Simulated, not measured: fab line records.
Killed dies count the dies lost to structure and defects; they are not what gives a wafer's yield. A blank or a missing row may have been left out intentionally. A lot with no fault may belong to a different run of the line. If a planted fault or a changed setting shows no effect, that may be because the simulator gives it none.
What tool caused it? :: flow nandHarc :: 66 wafers from 22 lots sampled at 3 of the route's 1159 steps

WHAT THE GAUGES READ, wafer by wafer
NHARC_A_CONTACT_CD_MEAS_42: the cd target is 200 nm. Usual: cdNm at 199.9 nm, with a standard deviation of 0.47.
lot: L077
measured: day 16 19:38
on: cdSem-01
cdNm (nm): 200.3 200.3 200.6
flag: 

lot: L076
measured: day 17 05:20
on: cdSem-01
cdNm (nm): 199.8 199.5 199.2
flag: 

lot: L078
measured: day 17 09:35
on: cdSem-02
cdNm (nm): 199.8 199.4 199.2
flag: 

lot: L079
measured: day 17 19:22
on: cdSem-02
cdNm (nm): 200.2 200.1 200.7
flag: 

lot: L082
measured: day 18 02:04
on: cdSem-02
cdNm (nm): 199.8 200.4 199.7
flag: 

lot: L081
measured: day 17 23:34
on: cdSem-03
cdNm (nm): 200.6 200.7 200.9
flag: 

lot: L080
measured: day 18 06:46
on: cdSem-02
cdNm (nm): 199.9 200.1 199.6
flag: 

lot: L083
measured: day 18 17:25
on: cdSem-03
cdNm (nm): 199.6 199.4 199.9
flag: 

lot: L084
measured: day 18 17:12
on: cdSem-03
cdNm (nm): 200.2 199.6 199.7
flag: 

lot: L088
measured: day 19 11:25
on: cdSem-03
cdNm (nm): 200.1 199.6 200.1
flag: 

lot: L085
measured: day 19 08:07
on: cdSem-01
cdNm (nm): 200.9 199.9 200.1
flag: 

lot: L086
measured: day 19 07:29
on: cdSem-01
cdNm (nm): 199.7 200.3 200.0
flag: 

lot: L087
measured: day 19 13:50
on: cdSem-02
cdNm (nm): 201.1 201.3 201.0
flag: 

lot: L089
measured: day 19 23:38
on: cdSem-03
cdNm (nm): 199.8 199.5 199.4
flag: 

lot: L090
measured: day 20 16:55
on: cdSem-02
cdNm (nm): 199.1 199.2 199.3
flag: 

lot: L094
measured: day 20 13:39
on: cdSem-02
cdNm (nm): 199.5 200.0 199.2
flag: 

lot: L092
measured: day 20 21:52
on: cdSem-03
cdNm (nm): 200.4 199.4 200.3
flag: 

lot: L095
measured: day 20 21:04
on: cdSem-03
cdNm (nm): 199.5 199.5 200.1
flag: 

lot: L093
measured: day 21 02:55
on: cdSem-02
cdNm (nm): 200.1 199.8 200.7
flag: 

lot: L091
measured: day 21 01:47
on: cdSem-01
cdNm (nm): 200.3 199.3 199.6
flag: 

lot: L096
measured: day 21 08:49
on: cdSem-01
cdNm (nm): 199.8 199.7 199.8
flag: 

lot: L097
measured: day 22 19:45
on: cdSem-01
cdNm (nm): 199.6 199.3 200.0
flag: 

NHARC_A_CONTACT_OVL_MEAS_43. Usual: overlayXNm 0.1 nm, standard deviation 0.84; overlayYNm 0.3 nm, standard deviation 0.96.
lot: L077
measured: day 16 19:43
on: overlay-01
overlayXNm (nm): -0.1 -0.3 0.3
overlayYNm (nm): -0.2 -0.1 -0.3
flag: 

lot: L076
measured: day 17 05:25
on: overlay-01
overlayXNm (nm): -0.8 -1.1 -0.8
overlayYNm (nm): 1.4 1.2 1.6
flag: 

lot: L078
measured: day 17 09:40
on: overlay-01
overlayXNm (nm): 0.0 0.4 0.0
overlayYNm (nm): -0.2 0.4 -0.1
flag: 

lot: L079
measured: day 17 19:28
on: overlay-01
overlayXNm (nm): -0.5 0.4 0.2
overlayYNm (nm): -0.2 -0.4 -0.3
flag: 

lot: L082
measured: day 18 02:09
on: overlay-01
overlayXNm (nm): 1.8 2.1 2.1
overlayYNm (nm): -0.8 -1.0 -0.9
flag: 

lot: L081
measured: day 17 23:40
on: overlay-01
overlayXNm (nm): 0.7 0.4 0.9
overlayYNm (nm): 0.1 0.3 -0.1
flag: 

lot: L080
measured: day 18 06:52
on: overlay-01
overlayXNm (nm): 0.3 0.3 0.4
overlayYNm (nm): 0.6 0.6 0.8
flag: 

lot: L083
measured: day 18 17:31
on: overlay-01
overlayXNm (nm): 0.1 0.4 0.2
overlayYNm (nm): 0.4 0.4 0.4
flag: 

lot: L084
measured: day 18 17:17
on: overlay-01
overlayXNm (nm): -0.2 0.3 1.0
overlayYNm (nm): 1.5 1.7 1.6
flag: 

lot: L088
measured: day 19 11:30
on: overlay-01
overlayXNm (nm): -0.2 0.4 -0.2
overlayYNm (nm): 0.8 0.1 0.9
flag: 

lot: L085
measured: day 19 08:11
on: overlay-02
overlayXNm (nm): -0.7 -0.8 -0.7
overlayYNm (nm): 0.1 0.9 0.0
flag: 

lot: L086
measured: day 19 07:34
on: overlay-02
overlayXNm (nm): 1.1 0.8 0.9
overlayYNm (nm): 1.5 1.9 1.7
flag: 

lot: L087
measured: day 19 13:55
on: overlay-01
overlayXNm (nm): -0.5 0.5 0.1
overlayYNm (nm): -1.6 -1.3 -1.9
flag: 

lot: L089
measured: day 19 23:43
on: overlay-02
overlayXNm (nm): 0.5 0.3 -0.2
overlayYNm (nm): 1.5 1.8 1.2
flag: 

lot: L090
measured: day 20 17:01
on: overlay-01
overlayXNm (nm): 0.1 0.2 0.1
overlayYNm (nm): -1.3 -1.1 -1.5
flag: 

lot: L094
measured: day 20 13:44
on: overlay-01
overlayXNm (nm): -1.3 -0.7 -0.9
overlayYNm (nm): 0.8 1.0 0.9
flag: 

lot: L092
measured: day 20 21:57
on: overlay-02
overlayXNm (nm): 0.4 1.0 0.9
overlayYNm (nm): 0.1 1.0 0.3
flag: 

lot: L095
measured: day 20 21:09
on: overlay-02
overlayXNm (nm): 0.6 0.9 0.8
overlayYNm (nm): -0.6 0.0 0.0
flag: 

lot: L093
measured: day 21 03:00
on: overlay-01
overlayXNm (nm): -0.7 0.1 0.1
overlayYNm (nm): 1.1 1.4 1.6
flag: 

lot: L091
measured: day 21 01:52
on: overlay-02
overlayXNm (nm): 0.5 0.3 0.4
overlayYNm (nm): -0.7 -0.8 -0.7
flag: 

lot: L096
measured: day 21 08:54
on: overlay-01
overlayXNm (nm): -0.9 -1.1 -1.3
overlayYNm (nm): -0.6 -0.2 0.1
flag: 

lot: L097
measured: day 22 19:50
on: overlay-02
overlayXNm (nm): -1.3 -0.9 -0.9
overlayYNm (nm): 0.1 0.3 -0.4
flag: 

WHICH TOOL RAN EACH LOT (tool, then ch and the chambers of the sampled wafers, then the start)
lot: L077
NHARC_A_WL_FILL_STRIP_29: rieDiel-03 ch 1,3, day 16 04:07

lot: L076
NHARC_A_WL_FILL_STRIP_29: rieDiel-03 ch 0,2,3, day 16 07:35

lot: L078
NHARC_A_WL_FILL_STRIP_29: rieDiel-07 ch 0,3, day 16 07:36

lot: L079
NHARC_A_WL_FILL_STRIP_29: rieDiel-03 ch 1,3, day 16 23:38

lot: L082
NHARC_A_WL_FILL_STRIP_29: rieDiel-03 ch 0,3, day 17 06:10

lot: L081
NHARC_A_WL_FILL_STRIP_29: rieDiel-11 ch 0,1,3, day 17 06:14

lot: L080
NHARC_A_WL_FILL_STRIP_29: rieDiel-07 ch 0,3, day 17 06:40

lot: L083
NHARC_A_WL_FILL_STRIP_29: rieDiel-03 ch 0,1,3, day 18 01:35

lot: L084
NHARC_A_WL_FILL_STRIP_29: rieDiel-11 ch 0,1,3, day 18 01:36

lot: L088
NHARC_A_WL_FILL_STRIP_29: rieDiel-07 ch 0,1,3, day 18 16:03

lot: L085
NHARC_A_WL_FILL_STRIP_29: rieDiel-03 ch 2,3, day 18 16:04

lot: L086
NHARC_A_WL_FILL_STRIP_29: rieDiel-11 ch 1,3, day 18 16:45

lot: L087
NHARC_A_WL_FILL_STRIP_29: rieDiel-11 ch 1,2,3, day 18 19:10

lot: L089
NHARC_A_WL_FILL_STRIP_29: rieDiel-03 ch 1,3, day 19 04:58

lot: L090
NHARC_A_WL_FILL_STRIP_29: rieDiel-03 ch 2,3, day 19 22:49

lot: L094
NHARC_A_WL_FILL_STRIP_29: rieDiel-11 ch 1,2,3, day 20 00:53

lot: L092
NHARC_A_WL_FILL_STRIP_29: rieDiel-11 ch 1,3, day 20 06:13

lot: L095
NHARC_A_WL_FILL_STRIP_29: rieDiel-03 ch 0,1,3, day 20 06:15

lot: L093
NHARC_A_WL_FILL_STRIP_29: rieDiel-07 ch 1,2,3, day 20 09:23

lot: L091
NHARC_A_WL_FILL_STRIP_29: rieDiel-03 ch 0,1,3, day 20 09:27

lot: L096
NHARC_A_WL_FILL_STRIP_29: rieDiel-11 ch 1,2,3, day 20 10:14

lot: L097
NHARC_A_WL_FILL_STRIP_29: rieDiel-11 ch 0,2,3, day 22 01:54
- NHARC_A_WL_FILL_STRIP_29: strips in O2, time 20 s.

AS READ BY THE TOOLS THEMSELVES (means over the sampled wafers that have a number; for cases with no such wafer, the mark the record gives instead)
NHARC_A_WL_FILL_STRIP_29. Usual: chamberPressureMTorr 60.00 mTorr, standard deviation 0.052; drypumpMotorCurrentA 5.7 A, standard deviation 0.38; oesProductAu 0.998 a.u., standard deviation 0.0083; rfVppV 57.8 V, standard deviation 1; showerheadPlenumPTorr 3.52 Torr, standard deviation 0.15; throttleValvePct 17.036 %, standard deviation 0.0092.
lot: L077
tool: rieDiel-03
chamberPressureMTorr (mTorr): 59.98
drypumpMotorCurrentA (A): 6.0
oesProductAu (a.u.): 0.999
rfVppV (V): 57.7
showerheadPlenumPTorr (Torr): 3.32
throttleValvePct (%): 17.035
flag: 

lot: L076
tool: rieDiel-03
chamberPressureMTorr (mTorr): 59.99
drypumpMotorCurrentA (A): 5.5
oesProductAu (a.u.): 0.997
rfVppV (V): 58.1
showerheadPlenumPTorr (Torr): 3.54
throttleValvePct (%): 17.039
flag: 

lot: L078
tool: rieDiel-07
chamberPressureMTorr (mTorr): 59.97
drypumpMotorCurrentA (A): 6.2
oesProductAu (a.u.): 1.003
rfVppV (V): 58.5
showerheadPlenumPTorr (Torr): 3.66
throttleValvePct (%): 17.040
flag: 

lot: L079
tool: rieDiel-03
chamberPressureMTorr (mTorr): 60.04
drypumpMotorCurrentA (A): 5.7
oesProductAu (a.u.): 0.996
rfVppV (V): 57.1
showerheadPlenumPTorr (Torr): 3.32
throttleValvePct (%): 17.036
flag: 

lot: L082
tool: rieDiel-03
chamberPressureMTorr (mTorr): 60.02
drypumpMotorCurrentA (A): 5.4
oesProductAu (a.u.): 0.996
rfVppV (V): 58.3
showerheadPlenumPTorr (Torr): 3.42
throttleValvePct (%): 17.041
flag: 

lot: L081
tool: rieDiel-11
chamberPressureMTorr (mTorr): 60.03
drypumpMotorCurrentA (A): 5.8
oesProductAu (a.u.): 0.997
rfVppV (V): 57.4
showerheadPlenumPTorr (Torr): 3.51
throttleValvePct (%): 17.032
flag: 

lot: L080
tool: rieDiel-07
chamberPressureMTorr (mTorr): 59.98
drypumpMotorCurrentA (A): 6.1
oesProductAu (a.u.): 1.000
rfVppV (V): 58.2
showerheadPlenumPTorr (Torr): 3.63
throttleValvePct (%): 17.039
flag: 

lot: L083
tool: rieDiel-03
chamberPressureMTorr (mTorr): 60.01
drypumpMotorCurrentA (A): 5.6
oesProductAu (a.u.): 0.998
rfVppV (V): 56.6
showerheadPlenumPTorr (Torr): 3.41
throttleValvePct (%): 17.034
flag: 

lot: L084
tool: rieDiel-11
chamberPressureMTorr (mTorr): 59.97
drypumpMotorCurrentA (A): 5.8
oesProductAu (a.u.): 1.001
rfVppV (V): 57.4
showerheadPlenumPTorr (Torr): 3.51
throttleValvePct (%): 17.042
flag: 

lot: L088
tool: rieDiel-07
chamberPressureMTorr (mTorr): 59.94
drypumpMotorCurrentA (A): 5.7
oesProductAu (a.u.): 1.006
rfVppV (V): 57.9
showerheadPlenumPTorr (Torr): 3.56
throttleValvePct (%): 17.027
flag: 

lot: L085
tool: rieDiel-03
chamberPressureMTorr (mTorr): 60.00
drypumpMotorCurrentA (A): 5.5
oesProductAu (a.u.): 0.998
rfVppV (V): 57.6
showerheadPlenumPTorr (Torr): 3.45
throttleValvePct (%): 17.028
flag: 

lot: L086
tool: rieDiel-11
chamberPressureMTorr (mTorr): 60.04
drypumpMotorCurrentA (A): 5.7
oesProductAu (a.u.): 1.008
rfVppV (V): 58.6
showerheadPlenumPTorr (Torr): 3.60
throttleValvePct (%): 17.032
flag: 

lot: L087
tool: rieDiel-11
chamberPressureMTorr (mTorr): 60.00
drypumpMotorCurrentA (A): 5.7
oesProductAu (a.u.): 0.993
rfVppV (V): 59.0
showerheadPlenumPTorr (Torr): 3.59
throttleValvePct (%): 17.030
flag: 

lot: L089
tool: rieDiel-03
chamberPressureMTorr (mTorr): 60.00
drypumpMotorCurrentA (A): 5.7
oesProductAu (a.u.): 0.995
rfVppV (V): 57.0
showerheadPlenumPTorr (Torr): 3.32
throttleValvePct (%): 17.031
flag: 

lot: L090
tool: rieDiel-03
chamberPressureMTorr (mTorr): 60.03
drypumpMotorCurrentA (A): 5.7
oesProductAu (a.u.): 0.998
rfVppV (V): 58.7
showerheadPlenumPTorr (Torr): 3.56
throttleValvePct (%): 17.043
flag: 

lot: L094
tool: rieDiel-11
chamberPressureMTorr (mTorr): 59.98
drypumpMotorCurrentA (A): 5.7
oesProductAu (a.u.): 0.994
rfVppV (V): 57.5
showerheadPlenumPTorr (Torr): 3.59
throttleValvePct (%): 17.040
flag: 

lot: L092
tool: rieDiel-11
chamberPressureMTorr (mTorr): 60.00
drypumpMotorCurrentA (A): 5.8
oesProductAu (a.u.): 1.001
rfVppV (V): 57.7
showerheadPlenumPTorr (Torr): 3.64
throttleValvePct (%): 17.042
flag: 

lot: L095
tool: rieDiel-03
chamberPressureMTorr (mTorr): 59.99
drypumpMotorCurrentA (A): 5.6
oesProductAu (a.u.): 0.992
rfVppV (V): 57.2
showerheadPlenumPTorr (Torr): 3.41
throttleValvePct (%): 17.039
flag: 

lot: L093
tool: rieDiel-07
chamberPressureMTorr (mTorr): 59.99
drypumpMotorCurrentA (A): 5.6
oesProductAu (a.u.): 0.989
rfVppV (V): 57.8
showerheadPlenumPTorr (Torr): 3.58
throttleValvePct (%): 17.035
flag: 

lot: L091
tool: rieDiel-03
chamberPressureMTorr (mTorr): 60.04
drypumpMotorCurrentA (A): 5.7
oesProductAu (a.u.): 1.000
rfVppV (V): 57.1
showerheadPlenumPTorr (Torr): 3.41
throttleValvePct (%): 17.020
flag: 

lot: L096
tool: rieDiel-11
chamberPressureMTorr (mTorr): 59.99
drypumpMotorCurrentA (A): 5.7
oesProductAu (a.u.): 0.997
rfVppV (V): 58.7
showerheadPlenumPTorr (Torr): 3.59
throttleValvePct (%): 17.036
flag: 

lot: L097
tool: rieDiel-11
chamberPressureMTorr (mTorr): 60.03
drypumpMotorCurrentA (A): 5.8
oesProductAu (a.u.): 0.991
rfVppV (V): 57.4
showerheadPlenumPTorr (Torr): 3.51
throttleValvePct (%): 17.024
flag: 

THE ANSWER, worked out from the rows above alone
Rule: take the mean of a lot's wafers that have a number; if it is more than 3 standard deviations from the usual mean, the lot is off. A lot without any number at a reading at which 4 lots or more have one is off too. Where the step has rows for the other lots, those lots are counted as sound. Order of review: gauges by route order, followed by the tools' own readings, for which a lot's mean as printed above is used. At the first step where some lot is off, the reading lying furthest off is the one used; lots without a number count as furthest.
No lot is off on any of the readings shown, so nothing can be concluded from this.

WHAT HAD BEEN PUT IN BY THE SIMULATOR
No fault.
